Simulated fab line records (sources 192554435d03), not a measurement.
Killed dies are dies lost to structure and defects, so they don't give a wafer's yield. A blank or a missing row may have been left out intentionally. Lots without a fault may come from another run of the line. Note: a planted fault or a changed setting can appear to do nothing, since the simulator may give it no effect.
fab line records ; flow n5-finfet
[record] lots = 8; wafers = 24; last-day = 18
route steps=1938 shown BEOL_M3@947 BEOL_M4@1111 PASSIVATION@1936
lots that met no fault: taken from a fault-free run of the same line
start-h: the number of hours between the record's first day and the start of the first shown wafer of the lot ; wait-h: how many hours have passed since the lot's step before this one ; " identical to the entry in the row above ; L1.1+2: a single row standing in for several wafers ; - value missing, or start not given ; * or withheld: withheld ; < > ~ a bound
route shown NAME@n: a module of which the file shows steps, and the number in the route of the first ; usual: mean and standard deviation over wafers with no fault ; same: alike in all rows ; chamber/n: place in a boat ; sites: the reading at each site ; _std_site: their standard deviation ; _edge_site: inner sites' mean taken away from outer sites' mean ; radius-mm: how far each site lies from the wafer's centre ; mask NAME#n: copy n ; behind: tool/chamber where the wafer was last shaped ; hold: reason for holding the lot/hours on hold/outcome of the hold ; device: names the non-switching transistor (n, p or np) ; end of line: tests run on the same wafers once the route is complete ; a step given without rows: its recipe and nothing more ; killed: not the wafer's yield, but the dies lost to structure and defects at the first sort ; map: shows each die of a wafer: x if killed, . if not, _ if none is there
set.NAME: setting as actually run; set.NAME@STEP: the setting as run at that earlier step ; model.NAME: the simulator's own value behind a step, which no gauge read
the route's steps for a sample of lots (tables are steps, rows are wafers)
services: a tool's chamber out of use, with start hour (start-h, from the record's first day; less than 0 if before it), hours out, and reason
[[steps]]
[step N5_BEOL_M3_DESCUM_16]
[recipe] chemistry = O2; time-s = 7; source-power-w = 50; bias-power-w = 20; pressure-mtorr = 20; rf-frequency-hz = 2.712e+07; temp-c = 40; resist = CAR-EUV; o2-flow-sccm = 225
[usual] drypump-motor-current-A = 5.9/0.56; oes-product-au = 0.78/0.11; rf-fwd-power-W = 49.35/0.23; rf-vpp-V = 243.1/1.6; showerhead-plenum-p-Torr = 2.09/0.083; throttle-valve-pct = 20.39/0.19
lot.wafer;tool;chamber;start-h;wait-h;drypump-motor-current-A;oes-product-au;rf-fwd-power-W;rf-hours-counter-h;rf-vpp-V;showerhead-plenum-p-Torr;throttle-valve-pct
L934.3;rie-diel-01;2;147.36;0.3;6.6;0.68;49.64;239;241.9;2.07;20.82
L934.4;rie-diel-01;2;147.36;0.3;6.6;0.68;49.65;-;242.3;2.07;20.83
L934.5;rie-diel-01;3;147.36;0.3;6.2;0.79;49.49;-;241.6;2.02;20.17
L935.1;rie-diel-01;3;151.66;0.0;6.2;0.79;49.34;97;242.1;2.02;20.18
L935.3;rie-diel-01;0;151.66;0.0;5.8;0.96;49.69;12;245.8;2.23;20.13
L935.6;rie-diel-01;0;151.66;0.0;5.9;0.96;49.65;-;246.3;2.23;20.14
L937.1;rie-diel-01;3;164.28;0.0;6.2;0.79;49.40;102;242.8;2.02;20.17
L937.3;rie-diel-01;0;164.28;0.0;5.8;0.94;49.43;17;245.1;2.23;20.14
L937.6;rie-diel-01;2;164.28;0.0;6.6;0.67;49.75;-;243.6;2.06;20.82
L942.1;rie-diel-04;2;201.91;0.4;6.1;0.70;49.25;235;243.0;2.07;20.59
L942.5;rie-diel-04;0;201.91;0.4;5.4;0.77;49.51;-;244.5;2.17;20.54
L942.6;rie-diel-04;1;201.91;0.4;5.4;0.93;49.24;-;244.0;2.13;20.29
L947.1;rie-diel-03;2;226.82;1.9;5.4;0.72;49.55;202;241.9;2.07;20.54
L947.2;rie-diel-03;0;226.82;1.9;5.1;0.73;49.25;181;239.9;2.00;20.30
L947.6;rie-diel-03;0;226.82;1.9;5.1;0.73;49.11;-;240.7;2.00;20.30
L950.3;rie-diel-04;3;244.25;0.1;6.8;0.67;48.85;233;240.4;1.98;20.26
L950.4;rie-diel-04;3;244.25;0.1;6.8;0.67;49.19;-;239.4;1.98;20.24
L950.5;rie-diel-04;0;244.25;0.1;5.3;0.76;49.77;-;243.3;2.16;20.58
L956.3;rie-diel-04;0;284.28;0.0;5.4;0.75;49.48;192;244.7;2.16;20.59
L956.4;rie-diel-04;3;284.28;0.0;6.8;0.66;48.90;246;242.0;1.97;20.29
L956.5;rie-diel-04;0;284.28;0.0;5.3;0.74;49.53;-;242.9;2.16;20.59
L957.2;rie-diel-03;3;287.21;0.2;6.4;0.85;49.15;46;245.6;2.23;20.16
L957.3;rie-diel-03;0;287.21;0.2;5.2;0.71;49.03;202;240.9;1.99;20.35
L957.4;rie-diel-03;2;287.21;0.2;5.5;0.70;49.58;221;242.3;2.06;20.56
[step N5_BEOL_M3_ETCH_74]
[recipe] chemistry = N2/H2; target = underlayer; target-depth-a = 65; mask-material = CAR-EUV; time-s = 5.2; ion-energy-ev = 200; pressure-mtorr = 30; source-w = 840; bias-w = 150; n2-flow-sccm = 200; h2-flow-sccm = 200; ends = cleared
[usual] bias-w = 150.0/0.49; drypump-motor-current-A = 6.0/0.57; etch-rf-on-time-s = 5.17/0.069; n2-flow-sccm = 200.0/0.65; oes-product-au = 0.67/0.088; rf-fwd-power-W = 819.4/2.6; rf-vpp-V = 524/3.1; showerhead-plenum-p-Torr = 2.54/0.1; throttle-valve-pct = 17.82/0.23
lot.wafer;tool;chamber;start-h;wait-h;bias-w;drypump-motor-current-A;etch-rf-on-time-s;n2-flow-sccm;oes-product-au;rf-fwd-power-W;rf-hours-counter-h;rf-vpp-V;showerhead-plenum-p-Torr;throttle-valve-pct
L934.3;rie-diel-01;2;147.40;0.0;149.8;6.6;5.24;199.0;0.58;818.3;239;519;2.50;18.25
L934.4;rie-diel-01;2;147.40;0.0;149.7;6.5;5.23;200.1;0.58;820.5;-;524;2.50;18.24
L934.5;rie-diel-01;3;147.40;0.0;150.2;6.2;5.17;199.7;0.68;817.6;-;522;2.46;17.65
L935.1;rie-diel-01;3;151.69;0.0;150.2;6.2;5.14;199.2;0.67;819.0;97;522;2.46;17.63
L935.3;rie-diel-01;0;151.69;0.0;150.2;5.9;5.09;199.7;0.83;817.8;12;528;2.71;17.47
L935.6;rie-diel-01;0;151.69;0.0;149.4;5.9;5.12;199.7;0.82;820.2;-;529;2.71;17.51
L937.1;rie-diel-01;3;164.32;0.0;149.4;6.2;5.12;199.3;0.67;814.8;102;519;2.46;17.64
L937.3;rie-diel-01;0;164.32;0.0;149.7;5.9;5.09;199.5;0.81;816.5;17;528;2.71;17.50
L937.6;rie-diel-01;2;164.32;0.0;149.5;6.6;5.24;199.8;0.57;821.5;-;522;2.50;18.23
L942.1;rie-diel-04;2;201.94;0.0;150.1;6.1;5.19;200.5;0.60;818.1;235;522;2.51;18.06
L942.5;rie-diel-04;0;201.94;0.0;149.4;5.4;5.26;199.6;0.65;817.6;-;528;2.65;18.10
L942.6;rie-diel-04;1;201.94;0.0;150.2;5.4;5.10;200.6;0.79;816.8;-;525;2.59;17.65
L947.1;rie-diel-03;2;226.85;0.0;149.4;5.5;5.19;200.6;0.62;816.8;202;523;2.52;18.14
L947.2;rie-diel-03;0;226.85;0.0;150.4;5.1;5.19;201.0;0.61;818.1;181;521;2.42;17.72
L947.6;rie-diel-03;0;226.85;0.0;149.8;5.2;5.21;199.8;0.62;819.0;-;518;2.43;17.70
L950.3;rie-diel-04;3;244.28;0.0;149.9;6.8;5.24;200.6;0.57;818.8;233;522;2.40;17.66
L950.4;rie-diel-04;3;244.28;0.0;150.1;6.8;5.22;200.4;0.57;815.3;-;521;2.40;17.65
L950.5;rie-diel-04;0;244.28;0.0;150.9;5.3;5.27;200.5;0.64;819.6;-;526;2.64;18.10
L956.3;rie-diel-04;0;284.32;0.0;149.9;5.3;5.25;199.6;0.63;821.4;192;526;2.63;18.14
L956.4;rie-diel-04;3;284.32;0.0;150.0;6.8;5.23;198.9;0.57;820.7;246;521;2.40;17.70
L956.5;rie-diel-04;0;284.32;0.0;150.2;5.4;5.30;199.7;0.63;821.2;-;527;2.63;18.11
L957.2;rie-diel-03;3;287.24;0.0;149.7;6.5;5.17;201.1;0.73;819.1;46;529;2.69;17.54
L957.3;rie-diel-03;0;287.24;0.0;149.9;5.2;5.21;200.4;0.59;818.3;202;521;2.42;17.72
L957.4;rie-diel-03;2;287.24;0.0;150.5;5.5;5.19;198.8;0.60;816.4;221;522;2.51;18.19
[step N5_BEOL_M3_ETCH_63]
[recipe] chemistry = CF4; target = SiARC; target-depth-a = 156; mask-material = CAR-EUV; time-s = 26; ion-energy-ev = 80; pressure-mtorr = 40; source-w = 545; bias-w = 36; Ar_flow_sccm = 100; cf4-flow-sccm = 100; ends = cleared
[usual] bias-w = 36.01/0.11; drypump-motor-current-A = 6.0/0.56; etch-rf-on-time-s = 25.7/0.38; oes-product-au = 0.67/0.09; rf-fwd-power-W = 532.4/2.2; rf-vpp-V = 184.1/1.3; showerhead-plenum-p-Torr = 2.14/0.08; throttle-valve-pct = 15.60/0.2
lot.wafer;tool;chamber;start-h;wait-h;bias-w;drypump-motor-current-A;etch-rf-on-time-s;oes-product-au;rf-fwd-power-W;rf-hours-counter-h;rf-vpp-V;showerhead-plenum-p-Torr;throttle-valve-pct
L934.3;rie-diel-01;2;147.41;0.0;36.00;6.5;26.1;0.58;532.3;239;182.3;2.11;15.95
L934.4;rie-diel-01;2;147.41;0.0;36.07;6.5;26.1;0.59;532.4;-;184.6;2.11;15.96
L934.5;rie-diel-01;3;147.41;0.0;36.00;6.2;25.9;0.69;531.6;-;183.4;2.07;15.39
L935.1;rie-diel-01;3;151.71;0.0;36.08;6.2;25.8;0.68;532.2;97;184.7;2.07;15.40
L935.3;rie-diel-01;0;151.71;0.0;35.94;5.9;25.5;0.83;531.5;12;184.7;2.27;15.28
L935.6;rie-diel-01;0;151.71;0.0;35.91;5.8;25.4;0.83;528.9;-;186.6;2.27;15.28
L937.1;rie-diel-01;3;164.34;0.0;35.84;6.2;26.2;0.66;530.9;102;184.2;2.07;15.42
L937.3;rie-diel-01;0;164.34;0.0;35.87;5.8;25.5;0.81;534.8;17;185.6;2.27;15.32
L937.6;rie-diel-01;2;164.34;0.0;36.13;6.6;26.4;0.58;533.1;-;182.6;2.10;15.98
L942.1;rie-diel-04;2;201.96;0.0;36.01;6.1;25.9;0.59;531.6;235;183.2;2.11;15.83
L942.5;rie-diel-04;0;201.96;0.0;36.00;5.3;26.3;0.65;535.9;-;184.9;2.22;15.79
L942.6;rie-diel-04;1;201.96;0.0;36.02;5.4;25.4;0.80;534.6;-;185.8;2.19;15.47
L947.1;rie-diel-03;2;226.87;0.0;35.92;5.5;25.7;0.62;532.2;202;184.3;2.13;15.80
L947.2;rie-diel-03;0;226.87;0.0;35.94;5.1;25.8;0.61;530.3;181;183.3;2.05;15.53
L947.6;rie-diel-03;0;226.87;0.0;35.95;5.1;25.8;0.62;530.9;-;181.6;2.05;15.53
L950.3;rie-diel-04;3;244.30;0.0;35.89;6.7;25.9;0.58;534.2;233;184.4;2.03;15.60
L950.4;rie-diel-04;3;244.30;0.0;35.94;6.8;26.0;0.58;533.2;-;181.3;2.03;15.58
L950.5;rie-diel-04;0;244.30;0.0;36.03;5.4;26.2;0.64;537.7;-;183.4;2.22;15.81
L956.3;rie-diel-04;0;284.33;0.0;36.02;5.4;25.9;0.64;535.7;192;185.1;2.22;15.83
L956.4;rie-diel-04;3;284.33;0.0;36.28;6.7;25.7;0.58;534.7;246;183.0;2.03;15.61
L956.5;rie-diel-04;0;284.33;0.0;35.95;5.4;25.9;0.64;532.0;-;186.2;2.22;15.84
L957.2;rie-diel-03;3;287.26;0.0;35.84;6.4;26.3;0.72;530.1;46;186.2;2.26;15.30
L957.3;rie-diel-03;0;287.26;0.0;35.96;5.2;26.1;0.61;530.6;202;182.0;2.05;15.59
L957.4;rie-diel-03;2;287.26;0.0;35.92;5.5;26.2;0.60;537.6;221;184.1;2.12;15.82
[step N5_BEOL_M3_EXPOSE_25]
[recipe] mask-id = V2; na = 0.33; source-shape = quasar; sigma-inner = 0.2; sigma-outer = 0.8; polarization = unpolarized; defocus-nm = 5; dose-mj = 63
[usual] exposure-dose-mJ-cm2 = 62.90/0.063
lot.wafer;tool;chamber;start-h;wait-h;mask;exposure-dose-mJ-cm2
L934.3;euv-scanner-01;0;148.11;-;V2#0;62.92
L934.4;euv-scanner-01;0;148.11;-;V2#0;62.94
L934.5;euv-scanner-01;0;148.11;-;V2#0;62.98
L935.1;euv-scanner-01;0;152.26;-;V2#0;62.81
L935.3;euv-scanner-01;0;152.26;-;V2#0;62.88
L935.6;euv-scanner-01;0;152.26;-;V2#0;62.93
L937.1;euv-scanner-01;0;165.02;-;V2#0;63.03
L937.3;euv-scanner-01;0;165.02;-;V2#0;62.90
L937.6;euv-scanner-01;0;165.02;-;V2#0;62.92
L942.1;euv-scanner-01;0;202.65;-;V2#0;58.94
L942.5;euv-scanner-01;0;202.65;-;V2#0;58.91
L942.6;euv-scanner-01;0;202.65;-;V2#0;59.01
L947.1;euv-scanner-01;0;227.75;-;V2#0;59.77
L947.2;euv-scanner-01;0;227.75;-;V2#0;59.76
L947.6;euv-scanner-01;0;227.75;-;V2#0;59.80
L950.3;euv-scanner-02;0;244.88;-;V2#0;62.93
L950.4;euv-scanner-02;0;244.88;-;V2#0;62.79
L950.5;euv-scanner-02;0;244.88;-;V2#0;62.81
L956.3;euv-scanner-02;0;285.03;-;V2#0;62.78
L956.4;euv-scanner-02;0;285.03;-;V2#0;62.78
L956.5;euv-scanner-02;0;285.03;-;V2#0;62.86
L957.2;euv-scanner-02;0;287.83;-;V2#0;62.92
L957.3;euv-scanner-02;0;287.83;-;V2#0;62.92
L957.4;euv-scanner-02;0;287.83;-;V2#0;62.87
[step N5_BEOL_M3_CD_MEAS_28]
[recipe] target-cd-nm = 25.7; landing-energy-ev = 500; detector = se-inlens; target-cd-y-nm = 23.3; polarity = opening
[usual] cd-nm = 25.71/0.24
lot.wafer;tool;chamber;start-h;wait-h;cd-nm
L934.3;cd-sem-01;0;148.24;-;25.77
L934.4;cd-sem-01;0;148.24;-;25.50
L934.5;cd-sem-01;0;148.24;-;25.78
L935.1;cd-sem-01;0;152.41;-;25.74
L935.3;cd-sem-01;0;152.41;-;25.30
L935.6;cd-sem-01;0;152.41;-;25.76
L937.1;cd-sem-03;0;165.16;-;25.54
L937.3;cd-sem-03;0;165.16;-;25.62
L937.6;cd-sem-03;0;165.16;-;25.68
L942.1;cd-sem-03;0;202.79;-;24.63
L942.5;cd-sem-03;0;202.79;-;24.54
L942.6;cd-sem-03;0;202.79;-;24.78
L947.1;cd-sem-03;0;227.89;-;25.02
L947.2;cd-sem-03;0;227.89;-;25.10
L947.6;cd-sem-03;0;227.89;-;25.18
L950.3;cd-sem-01;0;245.01;-;25.73
L950.4;cd-sem-01;0;245.01;-;25.51
L950.5;cd-sem-01;0;245.01;-;25.70
L956.3;cd-sem-03;0;285.16;-;25.71
L956.4;cd-sem-03;0;285.16;-;25.60
L956.5;cd-sem-03;0;285.16;-;26.01
L957.2;cd-sem-02;0;287.96;-;25.57
L957.3;cd-sem-02;0;287.96;-;25.69
L957.4;cd-sem-02;0;287.96;-;25.39
[step N5_BEOL_M4_RC_MEAS_101]
[usual] DIBL_N = 35.9/1.4; DIBL_P = 35.9/1.7; IOFF_N = 0.155/0.023; IOFF_P = 0.201/0.029; ION_N = 672/8.8; ION_P = 460/7; SS_N = 71.6/0.48; SS_P = 73.1/0.64; VT_N = 250.0/3; VT_P = -251.6/3
lot.wafer;tool;chamber;start-h;wait-h;DIBL_N[mV/V];DIBL_P[mV/V];IOFF_N[nA/um];IOFF_P[nA/um];ION_N[uA/um];ION_P[uA/um];SS_N[mV/dec];SS_P[mV/dec];VT_N[mV];VT_P[mV]
L934.3;prober-02;0;170.23;0.3;34.6;35.1;0.131;0.195;667;460;71.7;73.3;250.4;-252.1
L934.4;prober-02;0;170.23;0.3;38.2;38.6;0.191;0.252;680;464;72.2;74.6;245.9;-250.6
L934.5;prober-02;0;170.23;0.3;37.1;37.4;0.174;0.229;672;459;71.7;74.0;247.3;-249.8
L935.1;prober-02;0;172.95;0.0;34.9;33.6;0.130;0.184;652;452;71.9;72.2;256.1;-249.7
L935.3;prober-02;0;172.95;0.0;34.1;33.5;0.120;0.181;660;455;71.0;72.6;254.3;-250.7
L935.6;prober-02;0;172.95;0.0;35.3;35.0;0.145;0.213;664;463;71.7;72.7;251.9;-250.3
L937.1;prober-02;0;194.31;0.0;36.2;35.5;0.143;0.188;669;458;71.7;72.4;251.5;-255.1
L937.3;prober-02;0;194.31;0.0;37.7;36.6;0.163;0.202;666;456;72.1;73.5;251.0;-252.9
L937.6;prober-02;0;194.31;0.0;35.9;35.5;0.145;0.190;674;462;71.3;72.6;250.1;-252.0
L942.1;prober-01;0;224.19;0.0;37.8;38.9;0.193;0.216;688;460;71.6;74.2;244.7;-251.0
L942.5;prober-01;0;224.19;0.0;38.1;38.7;0.199;0.217;687;466;71.6;74.5;247.1;-250.6
L942.6;prober-01;0;224.19;0.0;36.6;35.8;0.166;0.174;660;446;71.7;72.2;249.3;-253.7
L947.1;prober-02;0;248.88;0.0;36.8;35.0;0.145;0.215;666;462;71.4;72.6;251.2;-248.6
L947.2;prober-02;0;248.88;0.0;36.6;35.1;0.154;0.227;675;469;71.7;73.5;250.8;-249.7
L947.6;prober-02;0;248.88;0.0;38.6;36.8;0.183;0.245;684;464;71.6;74.0;248.2;-249.9
L950.3;prober-01;0;269.49;0.3;38.6;36.4;0.165;0.210;677;464;71.7;73.7;249.1;-251.6
L950.4;prober-01;0;269.49;0.3;39.0;37.3;0.177;0.217;675;457;71.8;74.6;250.3;-251.7
L950.5;prober-01;0;269.49;0.3;37.4;35.3;0.144;0.196;675;458;71.4;73.4;247.9;-251.1
L956.3;prober-01;0;306.07;0.6;35.9;35.7;0.155;0.183;679;461;71.4;72.8;248.4;-253.1
L956.4;prober-01;0;306.07;0.6;37.2;35.9;0.157;0.196;670;454;71.7;73.5;250.7;-252.3
L956.5;prober-01;0;306.07;0.6;34.9;34.2;0.132;0.171;666;451;70.5;73.4;252.3;-254.2
L957.2;prober-02;0;311.64;0.2;35.6;34.0;0.141;0.186;649;448;71.7;72.6;255.4;-253.7
L957.3;prober-02;0;311.64;0.2;34.9;34.2;0.131;0.198;668;462;71.1;73.4;250.9;-251.9
L957.4;prober-02;0;311.64;0.2;33.5;32.8;0.113;0.168;654;454;71.0;72.6;256.9;-252.6
[step N5_PASSIVATION_PROBE_49]
[usual] defect-limited-yield = 91.7/1.5; killed_at_M0_to_M3 = 30/8.6; killed_at_M4_up = 12/4.5; killed-at-contacts = 13/5.8; killed-at-front-end = 38/11; killed-at-other = 4/3; killed-dies = 97/17; killed-open = 63/12; killed-short = 32/8.8; sort_bin_5_function = 4.8/0.91; sort_bin_6_memory = 3.1/0.68; sort-n-pass = 1083/17; sort-yield-pct = 91.7/1.5
[same] gross-dies = 1180; killed-at-back-side = 0; sort_bin_4_leakage[%] = 0; sort_bin_8_speed[%] = 0
lot.wafer;tool;chamber;start-h;wait-h;defect-limited-yield[%];killed_at_M0_to_M3;killed_at_M4_up;killed-at-contacts;killed-at-front-end;killed-at-other;killed-dies;killed-open;killed-short;sort_bin_5_function[%];sort_bin_6_memory[%];sort-n-pass;sort-yield-pct[%]
L942.1;prober-02;-;325.48;0.0;91.9;27;9;14;43;2;95;60;34;4.7;3.2;1085;91.9
// killed by level:class
L942.1 MOL_CONTACT_COAG:geometric-particle:open=13 FIN_SAQP:geometric-particle:short=10 GATE_CUT:geometric-particle:open=8 BEOL_M3:geometric-particle:open=8 GATE_CUT:geometric-particle:short=7 DUMMY_GATE:geometric-particle:open=6 BEOL_M0_SAQP:geometric-particle:short=6 BEOL_M0:geometric-particle:open=4
[[services]]
tool;chamber;start-h;hours;kind
rie-diel-04;2;124.85;24.6;repair
euv-scanner-01;-;127.41;1.0;pm
euv-scanner-01;-;130.37;4.6;pm
euv-scanner-01;-;136.30;2.4;repair
euv-scanner-02;-;144.20;1.0;pm
rie-diel-01;1;144.70;-;clean
rie-diel-01;1;144.70;-;consumable-replace:focus-ring
rie-diel-01;1;144.70;16.8;scheduled-down
rie-diel-01;1;144.70;16.8;vent-cycle
rie-diel-04;0;161.53;6.6;repair
rie-diel-03;1;175.27;12.3;repair
euv-scanner-01;-;183.56;1.0;pm
rie-diel-04;3;193.45;8.9;repair
euv-scanner-02;-;200.35;1.0;pm
rie-diel-04;-;211.67;2.8;pm
euv-scanner-01;-;211.95;6.2;pm
rie-diel-01;-;217.33;9.7;repair
rie-diel-04;-;217.33;2.1;repair
rie-diel-01;-;229.97;2.8;pm
rie-diel-04;1;239.23;6.4;repair
euv-scanner-01;-;239.71;1.0;pm
euv-scanner-02;-;244.92;4.6;pm
euv-scanner-02;-;256.50;1.0;pm
rie-diel-01;3;284.47;7.4;repair
[[key]]
[first-sign] step = N5_BEOL_M3_EXPOSE_25; reading = exposure-dose-mJ-cm2; direction = down; sigmas = 56; usual = 62.90; struck = 59.36
[effect] step = N5_BEOL_M3_CD_MEAS_28; reading = cd-nm; direction = down; sigmas = 3.4; usual = 25.71; struck = 24.87; through = control-loop
met-at N5_BEOL_M3_EXPOSE_25
struck-lots L942,L947
[loop-trim] step = N5_BEOL_M3_EXPOSE_25; setting = dose; lots = L947
not-acting-at N5_BEOL_M3_DESCUM_16,N5_BEOL_M3_ETCH_74,N5_BEOL_M3_ETCH_63
onset-between 165.02 202.65
[fault] kind = process-parameter-drift; tool = euv-scanner-01; chamber = -; onset-h = 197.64; steps = N5_BEOL_M3_EXPOSE_25; channel = dose-mj; offset = -3.9571; shape = step; acts-in = these-recipes-only; stated = 63
// loop-trim: a control loop set the setting to another value than it would have without faults
